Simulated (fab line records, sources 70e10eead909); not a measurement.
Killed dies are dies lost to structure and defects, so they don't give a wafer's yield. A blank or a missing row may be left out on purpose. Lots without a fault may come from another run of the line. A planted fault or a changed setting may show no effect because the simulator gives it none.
fab line records | flow nand_harc
record lots=11 wafers=33 last_day=24
route steps=1159 shown P_GATE@215 P_CONTACT@236 END@1159
lots that met no fault: from a run of the same line without faults
start_h: hours from the record's first day to the start of the lot's first wafer shown | wait_h: hours since the lot's step before | " the same as in the row above | L1.1+2: a row that stands for several wafers | - no value, or no start given | * or withheld: withheld | < > ~ a bound
route shown NAME@n: a module of which the file shows steps, and the number in the route of the first | usual: mean/standard deviation of fault-free wafers | same: alike in all rows | chamber/n: place in a boat | sites: the reading at each site | _std_site: their standard deviation | _edge_site: outer sites' mean less inner sites' | radius_mm: how far each site lies from the wafer's centre | mask NAME#n: copy n | behind: the tool/chamber that last shaped the wafer | hold: why the lot was held/for how many hours/how that ended | device: the transistor (n, p or np) that didn't switch | end of line: the same wafers' tests at the end of the route | a step without rows: its recipe alone | killed: dies lost to structure and defects at the first sort, not the wafer's yield | map: a wafer's dies, x killed, . not, _ none there
set.NAME: the setting as run; set.NAME@STEP: as run at that earlier step | model.NAME: the simulator's own value behind a step, which no gauge read
steps of the route over a sample of lots; a table a step, a row a wafer
services: from which hour (start_h, from the record's first day; less than 0 if before it) a tool's chamber was out of use, for how many hours, and why
## steps
# step NHARC_P_GATE_RTA_82
# recipe temp_c=450 time_s=30
# usual anneal_temp_c_max=452.2/0.48 lamp_power_pct=3.927/0.026 lamp_zone_1_pct=3.927/0.026 lamp_zone_3_pct=3.927/0.026 wafer_temp_C_max=451.7/0.41
# columns lot.wafer tool chamber start_h wait_h anneal_temp_c_max lamp_power_pct lamp_zone_1_pct lamp_zone_3_pct wafer_temp_C_max
L320.2 rtp_anneal-01 0 116.92 - 452.9 3.944 3.943 3.944 452.4
L320.5 " 0 " " 452.2 3.940 3.951 3.951 451.2
L320.6 " 0 " " 452.2 3.950 3.947 3.946 451.3
L321.1 rtp_anneal-02 0 117.67 - 451.8 3.895 3.893 3.891 451.8
L321.2 " 0 " " 451.6 3.890 3.888 3.894 451.7
L321.6 " 0 " " 452.0 3.888 3.889 3.887 451.2
L323.1 rtp_anneal-01 0 136.64 - 451.9 3.945 3.940 3.953 451.5
L323.2 " 0 " " 451.6 3.946 3.946 3.940 451.8
L323.3 " 0 " " 451.7 3.942 3.951 3.953 451.7
L325.1 rtp_anneal-01 0 148.45 - 451.8 3.941 3.944 3.949 451.8
L325.2 " 0 " " 452.2 3.948 3.941 3.948 451.7
L325.6 " 0 " " 452.2 3.943 3.945 3.944 451.8
L326.2 rtp_anneal-01 0 151.08 - 452.8 3.947 3.938 3.950 451.7
L326.3 " 0 " " 452.7 3.945 3.945 3.940 451.7
L326.5 " 0 " " 452.4 3.944 3.944 3.948 451.4
L327.2 rtp_anneal-01 0 157.19 - 452.9 3.944 3.941 3.943 452.3
L327.3 " 0 " " 451.9 3.947 3.944 3.950 451.7
L327.5 " 0 " " 452.2 3.944 3.942 3.946 452.0
L334.1 rtp_anneal-01 0 202.39 - 453.7 3.949 3.946 3.948 451.4
L334.2 " 0 " " 453.0 3.944 3.949 3.951 453.0
L334.3 " 0 " " 452.2 3.941 3.945 3.947 451.7
L339.2 rtp_anneal-01 0 220.31 - 452.1 3.945 3.944 3.946 451.8
L339.3 " 0 " " 452.7 3.948 3.946 3.947 451.8
L339.6 " 0 " " 453.0 3.951 3.945 3.953 451.9
L340.1 rtp_anneal-01 0 234.32 - 452.1 3.944 3.946 3.941 451.5
L340.2 " 0 " " 452.9 3.947 3.944 3.940 451.3
L340.5 " 0 " " 452.0 3.945 3.944 3.941 451.9
L342.1 rtp_anneal-01 0 238.02 - 453.0 3.946 3.947 3.942 451.4
L342.2 " 0 " " 452.2 3.951 3.946 3.940 452.2
L342.4 " 0 " " 452.3 3.946 3.947 3.948 451.5
L341.2 rtp_anneal-02 0 240.06 - 451.5 3.885 3.890 3.887 452.2
L341.3 " 0 " " 452.4 3.887 3.890 3.890 451.9
L341.6 " 0 " " 451.8 3.897 3.891 3.891 452.0
# step NHARC_P_CONTACT_ETCH_35
# recipe target_depth_a=390 over_etch_frac=0.3 time_s=65 ion_energy_ev=80 cf4_flow_sccm=150 ar_flow_sccm=0 rf_w=300 bias_w=100 chemistry=CF4
# usual drypump_motor_current_A=6.0/0.55 oes_product_au=0.999/0.0068 rf_vpp_V=151.7/1.1 run_length_s=86.5/0.41 showerhead_plenum_p_Torr=1.80/0.06 throttle_valve_pct=13.284/0.0092
# columns lot.wafer tool chamber start_h wait_h drypump_motor_current_A oes_product_au rf_hours_counter_h rf_vpp_V run_length_s showerhead_plenum_p_Torr throttle_valve_pct
L320.2 rie_diel-11 2 118.85 0.1 6.0 0.994 11 153.0 86.8 1.86 13.290
L320.5 " 2 " " 6.0 1.000 - 151.6 86.8 1.86 13.284
L320.6 " 3 " " 5.3 0.991 - 150.5 86.6 1.74 13.288
L321.2 rie_diel-12 3 119.75 0.1 5.5 1.004 29 150.4 86.9 1.86 13.302
L321.1 " 0 " " 5.8 1.002 27 150.8 87.1 1.66 13.285
L321.6 " 3 " " 5.5 0.999 - 151.9 87.4 1.86 13.298
L323.3 rie_diel-11 0 138.74 0.1 6.4 0.999 12 149.3 86.2 1.71 13.290
L323.1 " 1 " " 6.5 0.999 11 153.1 86.4 1.79 13.291
L323.2 " 3 " " 5.3 0.996 14 150.0 86.4 1.74 13.277
L325.1 rie_diel-11 3 150.53 0.1 5.3 0.996 15 151.6 86.3 1.73 13.281
L325.2 " 1 " " 6.6 1.016 13 151.2 86.5 1.79 13.283
L325.6 " 3 " " 5.4 0.991 - 149.8 86.3 1.73 13.284
L326.3 rie_diel-11 0 153.16 0.1 6.4 1.000 15 150.2 86.2 1.71 13.279
L326.2 " 2 " " 5.9 0.996 15 152.5 87.3 1.86 13.283
L326.5 " 3 " " 5.4 0.998 - 151.2 86.6 1.73 13.288
L327.2 rie_diel-11 2 159.14 0.1 6.0 0.988 16 152.7 87.0 1.86 13.293
L327.3 " 3 " " 5.3 0.992 16 150.6 86.3 1.73 13.283
L327.5 " 2 " " 6.0 0.988 - 153.2 87.6 1.86 13.300
L334.1 rie_diel-01 1 204.49 0.1 5.8 1.008 4 152.2 87.1 1.85 13.299
L334.3 " 3 " " 6.6 0.990 5 152.5 86.0 1.81 13.285
L334.2 " 0 " " 6.5 1.011 4 150.9 86.4 1.82 13.264
L339.3 rie_diel-01 0 222.36 0.1 6.5 1.009 7 151.0 86.2 1.82 13.290
L339.2 " 1 " " 5.9 0.995 7 151.0 87.7 1.85 13.277
L339.6 " 0 " " 6.5 1.004 - 152.6 86.3 1.82 13.300
L340.1 rie_diel-11 3 236.27 0.1 5.3 0.999 3 151.1 86.1 1.73 13.285
L340.2 " 2 " " 6.0 0.990 5 152.9 86.9 1.86 13.287
L340.5 " 3 " " 5.3 0.998 - 150.6 86.3 1.73 13.276
L342.2 rie_diel-11 2 240.12 0.1 6.0 0.995 5 151.0 86.9 1.86 13.286
L342.4 " 3 " " 5.3 0.997 4 151.5 86.3 1.73 13.296
L342.1 " 1 " " 6.6 1.000 5 151.6 86.3 1.79 13.290
L341.2 rie_diel-11 0 242.11 0.1 6.4 0.996 4 151.1 86.1 1.71 13.287
L341.3 " 1 " " 6.6 0.997 5 151.5 86.2 1.79 13.287
L341.6 " 1 " " 6.6 0.995 - 151.9 86.4 1.79 13.282
# step NHARC_P_CONTACT_ETCH_36
# recipe target_depth_a=2600 over_etch_frac=0.25 time_s=406.25 ion_energy_ev=200 n2_flow_sccm=150 h2_flow_sccm=150 ar_flow_sccm=0 rf_w=400 bias_w=150 chemistry=N2/H2
# usual drypump_motor_current_A=6.0/0.57 n2_flow_sccm=150.0/0.48 oes_product_au=0.999/0.0071 rf_vpp_V=431.7/2.4 run_length_s=427.8/0.44 showerhead_plenum_p_Torr=2.09/0.078 throttle_valve_pct=14.172/0.009
# columns lot.wafer tool chamber start_h wait_h drypump_motor_current_A n2_flow_sccm oes_product_au rf_hours_counter_h rf_vpp_V run_length_s showerhead_plenum_p_Torr throttle_valve_pct
L320.2 rie_diel-11 0 118.97 - 6.4 149.6 1.003 10 428.6 427.6 1.96 14.168
L320.5 " 3 " " 5.4 149.4 0.997 - 428.9 428.1 2.00 14.170
L320.6 " 0 " " 6.4 149.7 1.003 - 428.9 427.5 1.96 14.176
L321.2 rie_diel-12 0 119.90 - 5.7 150.2 1.009 27 425.6 428.1 1.90 14.173
L321.1 " 3 " " 5.5 149.8 0.992 29 434.5 428.4 2.15 14.172
L321.6 " 0 " " 5.8 150.6 1.006 - 425.7 428.2 1.90 14.191
L323.3 rie_diel-11 0 138.84 - 6.4 149.7 0.991 12 428.5 427.6 1.96 14.156
L323.1 " 1 " " 6.6 149.9 1.005 11 431.2 427.8 2.07 14.179
L323.2 " 2 " " 6.0 151.1 0.977 13 433.8 428.7 2.16 14.170
L325.2 rie_diel-11 3 150.62 - 5.4 150.2 0.990 16 429.3 427.8 2.00 14.181
L325.1 " 1 " " 6.6 149.6 0.996 13 431.8 427.8 2.07 14.172
L325.6 " 3 " " 5.3 150.3 0.992 - 429.0 427.4 2.00 14.173
L326.3 rie_diel-11 3 153.28 - 5.3 150.1 1.003 16 429.3 321.9 2.00 14.173
L326.2 " 1 " " 6.6 150.0 1.012 13 431.1 427.6 2.07 14.164
L326.5 " 3 " " 5.4 149.7 1.001 - 429.4 322.0 2.00 14.175
L327.3 rie_diel-11 0 159.28 - 6.4 150.1 0.999 15 430.2 427.3 1.96 14.177
L327.2 " 1 " " 6.6 149.9 1.005 14 430.3 428.0 2.07 14.159
L327.5 " 3 " " 5.3 150.0 1.006 - 428.3 322.0 2.00 14.175
L334.1 rie_diel-01 1 204.60 - 5.9 149.7 1.016 5 433.0 428.2 2.15 14.175
L334.2 " 3 " " 6.6 150.5 0.996 5 430.4 427.3 2.09 14.178
L334.3 " 0 " " 6.5 148.8 0.990 5 431.6 427.4 2.10 14.166
L339.3 rie_diel-01 1 222.45 - 5.9 149.3 0.990 7 434.2 428.8 2.15 14.178
L339.2 " 0 " " 6.5 151.1 0.986 7 433.1 427.7 2.10 14.160
L339.6 " 1 " " 5.9 150.2 0.997 - 433.9 428.6 2.15 14.178
L340.1 rie_diel-11 3 236.36 - 5.3 150.0 0.998 3 429.0 427.8 1.99 14.153
L340.2 " 0 " " 6.3 149.1 0.988 3 429.2 427.9 1.96 14.181
L340.5 " 3 " " 5.4 150.1 1.005 - 429.2 427.6 1.99 14.165
L342.2 rie_diel-11 1 240.21 - 6.5 150.2 0.991 5 431.2 427.9 2.07 14.147
L342.1 " 2 " " 6.0 149.3 0.989 5 433.9 428.5 2.16 14.162
L342.4 " 3 " " 5.3 150.2 1.002 4 429.6 427.4 1.99 14.186
L341.2 rie_diel-11 2 242.20 - 6.0 149.8 0.995 5 433.3 428.3 2.16 14.189
L341.3 " 3 " " 5.3 149.8 1.007 4 429.7 427.3 1.99 14.169
L341.6 " 2 " " 6.0 149.7 1.002 - 434.6 428.2 2.16 14.181
# step NHARC_P_CONTACT_CVD_23
# recipe target_thk_a=2000 temp_c=300 pressure_torr=40 wf6_flow_sccm=40 h2_flow_sccm=1600 ar_flow_sccm=1560 time_s=557 material=W
# usual heater_power_outer_w=270/37 heater_power_w=476/73 throttle_valve_pct=7.89/0.27
# columns lot.wafer tool chamber start_h wait_h heater_power_outer_w heater_power_w throttle_valve_pct
L320.2 cvd_w-01 0 - - 192 334 7.79
L320.5 " 1 " " 297 581 7.77
L320.6 " 0 " " 191 341 7.73
L321.2 cvd_w-02 1 - - 272 487 7.80
L321.1 " 0 " " 282 484 8.29
L321.6 " 0 " " 274 473 7.86
L323.2 cvd_w-01 0 - - 199 350 7.69
L323.1 " 1 " " 297 567 7.66
L323.3 " 1 " " 306 557 7.90
L325.2 cvd_w-01 1 - - 304 564 7.97
L325.1 " 0 " " 194 334 7.52
L325.6 " 1 " " 307 564 7.92
L326.2 cvd_w-01 1 - - 298 580 7.88
L326.3 " 1 " " 310 563 7.88
L326.5 " 0 " " 192 327 7.88
L327.2 cvd_w-02 1 - - 281 480 7.92
L327.3 " 1 " " 271 477 7.68
L327.5 " 1 " " 279 469 7.82
L334.1 cvd_w-01 0 - - 194 339 7.81
L334.2 " 1 " " 304 583 7.97
L334.3 " 1 " " 306 561 7.88
L339.2 cvd_w-02 0 - - 278 491 8.34
L339.3 " 1 " " 293 498 7.69
L339.6 " 1 " " 289 504 7.41
L340.1 cvd_w-02 1 - - 289 501 7.53
L340.2 " 0 " " 278 500 8.32
L340.5 " 0 " " 282 483 8.28
L342.1 cvd_w-01 1 - - 304 576 8.19
L342.2 " 0 " " 194 339 7.83
L342.4 " 0 " " 205 344 7.92
L341.2 cvd_w-02 0 - - 277 488 8.45
L341.3 " 0 " " 284 497 8.32
L341.6 " 0 " " 280 491 8.31
# step NHARC_END_SORT_01
# recipe temp_c=25
# usual killed_at_array=29/12 killed_at_other=0.7/1 killed_at_periphery=4/3.2 killed_dies=34/12 killed_open=3.4/2 killed_short=1.8/1.3
# same gross_dies=677
# columns lot.wafer tool chamber start_h wait_h hold killed_at_array killed_at_other killed_at_periphery killed_dies killed_open killed_short
L323.1 prober-01 0 473.60 2.5 - 26 2 5 33 5 1
L323.2 prober-01 0 474.40 2.8 - 33 3 7 43 5 1
L323.3 prober-01 0 475.20 3.1 - 28 1 3 32 4 1
L326.2 prober-01 0 482.21 2.8 await_dispo/2.6h/release 25 1 1 27 4 2
L326.3 prober-01 0 483.00 3.1 await_dispo/2.6h/release 27 0 638 665 4 4
L326.5 prober-01 0 484.58 3.7 await_dispo/2.6h/release 21 0 650 671 7 2
L327.2 prober-02 0 498.22 2.8 await_dispo/3.7h/release 22 0 5 27 3 4
L327.3 prober-02 0 499.02 3.1 await_dispo/3.7h/release 20 0 3 23 0 2
L327.5 prober-02 0 500.61 3.7 await_dispo/3.7h/release 16 0 657 673 1 1
L334.1 prober-02 0 544.54 2.5 - 25 1 0 26 3 0
L334.2 prober-02 0 545.34 2.8 - 41 0 3 44 7 2
L334.3 prober-02 0 546.14 3.1 - 38 0 6 44 4 3
L339.2 prober-02 0 566.89 2.8 - 52 0 1 53 1 1
L339.3 prober-02 0 567.70 3.1 - 33 1 4 38 2 0
L339.6 prober-02 0 570.12 4.0 - 39 0 1 40 1 3
# killed by level:class
L323.1 A_CHANNEL_HOLE_D1:chamber_film_flake=10 A_SLIT:chamber_film_flake=9 P_STI:chamber_film_flake=3 A_STAIRCASE:chamber_film_flake=2 THIN_TSV:chamber_film_flake=2 P_CONTACT:geometric_particle:open=1 P_M0:geometric_particle:open=1 A_CHANNEL_FILL_D1:geometric_particle:short=1
L323.2 A_SLIT:chamber_film_flake=16 A_CHANNEL_HOLE_D1:chamber_film_flake=7 P_STI:chamber_film_flake=3 THIN_TSV:chamber_film_flake=3 A_BLC:geometric_particle:open=2 P_ZERO_WELL:chamber_film_flake=2 A_STAIRCASE:chamber_film_flake=2 A_CONTACT:chamber_film_flake=2
L323.3 A_SLIT:chamber_film_flake=13 A_CHANNEL_HOLE_D1:chamber_film_flake=9 A_M0:geometric_particle:open=2 P_STI:geometric_particle:short=1 P_CONTACT:geometric_particle:open=1 A_BLC:geometric_particle:open=1 P_STI:chamber_film_flake=1 A_STAIRCASE:chamber_film_flake=1
L326.2 A_CHANNEL_HOLE_D1:chamber_film_flake=13 A_ONON_D1:geometric_particle:open=2 A_STAIRCASE:chamber_film_flake=2 A_CONTACT:chamber_film_flake=2 A_BONDPAD:chamber_film_flake=2 A_CHANNEL_FILL_D1:geometric_particle:open=1 A_WL_FILL:geometric_particle:short=1 A_BLC:geometric_particle:short=1
L326.3 P_CONTACT:area_etch=636 A_CHANNEL_HOLE_D1:chamber_film_flake=13 A_STAIRCASE:chamber_film_flake=5 P_CONTACT:geometric_particle:short=1 P_M0:geometric_particle:open=1 A_ONON_D1:geometric_particle:short=1 A_WL_FILL:geometric_particle:short=1 A_WL_FILL:geometric_particle:open=1
L326.5 P_CONTACT:area_etch=647 A_CHANNEL_HOLE_D1:chamber_film_flake=10 A_WL_FILL:chamber_film_flake=3 A_WL_FILL:geometric_particle:short=2 A_CONTACT:geometric_particle:open=2 P_CONTACT:geometric_particle:open=1 P_M0:geometric_particle:open=1 A_SOURCE_PLATE:geometric_particle:open=1
L327.2 A_CHANNEL_HOLE_D1:chamber_film_flake=9 P_ZERO_WELL:chamber_film_flake=3 A_STAIRCASE:chamber_film_flake=3 A_CHANNEL_FILL_D1:chamber_film_flake=2 A_WL_FILL:chamber_film_flake=2 P_GATE:geometric_particle:short=1 P_M0:geometric_particle:open=1 A_CHANNEL_FILL_D1:geometric_particle:short=1
L327.3 A_CHANNEL_HOLE_D1:chamber_film_flake=16 A_STAIRCASE:chamber_film_flake=2 A_ONON_D1:geometric_particle:short=1 A_M0:geometric_particle:short=1 P_ZERO_WELL:chamber_film_flake=1 P_STI:chamber_film_flake=1 P_GATE:chamber_film_flake=1
L327.5 P_CONTACT:area_etch=651 A_CHANNEL_HOLE_D1:chamber_film_flake=13 P_GATE:chamber_film_flake=3 P_ZERO_WELL:chamber_film_flake=2 P_M1:geometric_particle:short=1 A_CONTACT:geometric_particle:open=1 A_WL_FILL:chamber_film_flake=1 A_CONTACT:chamber_film_flake=1
L334.1 A_CHANNEL_HOLE_D1:chamber_film_flake=8 A_STAIRCASE:chamber_film_flake=6 A_CONTACT:chamber_film_flake=5 A_SLIT:chamber_film_flake=3 A_CONTACT:geometric_particle:open=2 A_WL_FILL:geometric_particle:open=1 THIN_TSV:chamber_film_flake=1
L334.2 A_CHANNEL_HOLE_D1:chamber_film_flake=21 A_CONTACT:chamber_film_flake=7 A_STAIRCASE:chamber_film_flake=5 A_WL_FILL:geometric_particle:short=2 A_BLC:geometric_particle:open=2 P_STI:chamber_film_flake=2 P_M2:geometric_particle:open=1 A_SOURCE_PLATE:geometric_particle:open=1
L334.3 A_CHANNEL_HOLE_D1:chamber_film_flake=17 A_CONTACT:chamber_film_flake=9 P_CONTACT:chamber_film_flake=4 A_STAIRCASE:chamber_film_flake=4 A_SLIT:chamber_film_flake=3 A_SLIT:geometric_particle:open=2 P_M0:geometric_particle:open=1 P_M2:geometric_particle:open=1
L339.2 A_CHANNEL_HOLE_D1:chamber_film_flake=23 A_SLIT:chamber_film_flake=18 A_CONTACT:chamber_film_flake=4 A_STAIRCASE:chamber_film_flake=4 A_SGD_CUT:geometric_particle:open=1 A_WL_FILL:geometric_particle:short=1 P_GATE:chamber_film_flake=1 A_CHANNEL_FILL_D1:chamber_film_flake=1
L339.3 A_SLIT:chamber_film_flake=18 A_CHANNEL_HOLE_D1:chamber_film_flake=11 A_CONTACT:chamber_film_flake=3 P_CONTACT:geometric_particle:open=2 P_GATE:chamber_film_flake=1 P_M1:chamber_film_flake=1 A_CHANNEL_FILL_D1:chamber_film_flake=1 HYBRID_BOND:latent=1
L339.6 A_SLIT:chamber_film_flake=16 A_CHANNEL_HOLE_D1:chamber_film_flake=12 A_CONTACT:chamber_film_flake=5 A_STAIRCASE:chamber_film_flake=2 P_BONDPAD:geometric_particle:open=1 A_ONON_D1:geometric_particle:short=1 A_CHANNEL_FILL_D1:geometric_particle:short=1 A_SGD_CUT:geometric_particle:short=1
## services
# columns tool chamber start_h hours kind
rie_diel-11 0 95.11 - clean
rie_diel-11 1 95.11 - clean
rie_diel-11 2 95.11 - clean
rie_diel-11 3 95.11 - clean
rie_diel-12 0 95.56 10.1 repair
rie_diel-12 1 101.34 3.4 repair
cvd_w-01 - 111.58 13.0 pm
rie_diel-12 2 117.57 4.0 repair
rie_diel-11 0 119.62 - clean
rie_diel-11 1 119.62 - clean
rie_diel-01 - 137.88 9.0 pm
rie_diel-01 0 151.25 11.0 repair
rie_diel-01 1 174.47 11.1 repair
rie_diel-01 3 179.79 2.4 repair
rie_diel-11 2 180.50 3.4 repair
rie_diel-11 - 189.56 9.0 pm
cvd_w-01 0 194.08 6.5 repair
cvd_w-02 - 196.91 13.0 pm
rie_diel-11 0 200.84 2.2 repair
cvd_w-01 - 201.53 0.4 repair
rie_diel-11 3 201.63 3.2 repair
rie_diel-12 - 202.46 9.0 pm
rie_diel-01 2 203.56 16.8 repair
cvd_w-01 1 236.01 3.0 repair
## key
first_sign step=NHARC_P_CONTACT_ETCH_36 reading=run_length_s direction=down sigmas=99+ usual=* struck=*
effect step=NHARC_END_SORT_01 reading=killed_at_periphery direction=up sigmas=99+ usual=4 struck=648
more_kills_born_at NHARC_P_CONTACT_ETCH_36@rie_diel-11=1934
met_at NHARC_P_CONTACT_ETCH_36
struck_lots L326,L327
struck_wafers L326.3,L326.5,L327.5
later_rows_left_out L326.3,L326.5,L327.5
tester_left_out L326,L327
not_acting_at NHARC_P_GATE_RTA_82,NHARC_P_CONTACT_ETCH_35,NHARC_P_CONTACT_CVD_23
onset_between 150.62 153.28
fault kind=process_parameter_drift tool=rie_diel-11 chamber=3 onset_h=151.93 steps=NHARC_P_CONTACT_ETCH_36 channel=time_s offset=* shape=step end_h=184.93 acts_in=* stated=*
# tester_left_out: of these lots the tester's yield and bins aren't shown, on N5 and GAA mostly nor the transistor test; their killed dies are dies lost to structure and defects alone, not to doping, threshold or leakage, so they don't give the yield
# later_rows_left_out: the simulator's readings of these wafers behind a module that went badly wrong aren't trusted and aren't shown, but for the sort
